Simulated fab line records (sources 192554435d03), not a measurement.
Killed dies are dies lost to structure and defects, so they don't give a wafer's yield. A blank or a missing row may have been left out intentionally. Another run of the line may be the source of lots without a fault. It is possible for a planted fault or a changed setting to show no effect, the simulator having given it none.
Matching of chambers	flow n5Finfet	rieDiel-06 running N5_SDB_ETCH_18: 4 sister chambers
The step etches SOC in N2/H2, target depth 100 nm, overetch 20 nm, time 150 s. 4 wafers are shown with their chamber, then 7 later ones without.

## WAFERS WITH THEIR CHAMBER
wafer	chamber	showerheadPlenumPTorr (Torr)
L088.2	2	2.40
L088.5	3	2.61
L089.1	1	2.50
L089.4	0	2.70

## WAFERS WHOSE CHAMBER IS MISSING
wafer	showerheadPlenumPTorr (Torr)
L089.6	2.60
L092.4	2.60
L092.5	2.70
L092.6	2.50
L093.1	2.70
L093.2	2.50
L093.6	2.60

## THE CHAMBER EACH PASSED THROUGH
wafer	from the rows above	in truth
L089.6	3	3
L092.4	3	3
L092.5	0	0
L092.6	1	1
L093.1	0	0
L093.2	1	1
L093.6	3	3
Placed correctly: 7 of 7. From these rows, 0 cannot be placed. 0 placed wrongly.
How it was worked out, from the rows above alone: a wafer's distance from a chamber is the root of the sum, over the readings, of the square of ((its reading less the chamber's mean) divided by the reading's scatter). The wafer belongs to the nearest chamber; if the next one is less than 2 further off, it can't be placed. A chamber's mean is the mean of its shown wafers. The scatter (one wafer shown for each chamber): square how far every hidden wafer sits from the nearest shown wafer, average those squares and take the square root.
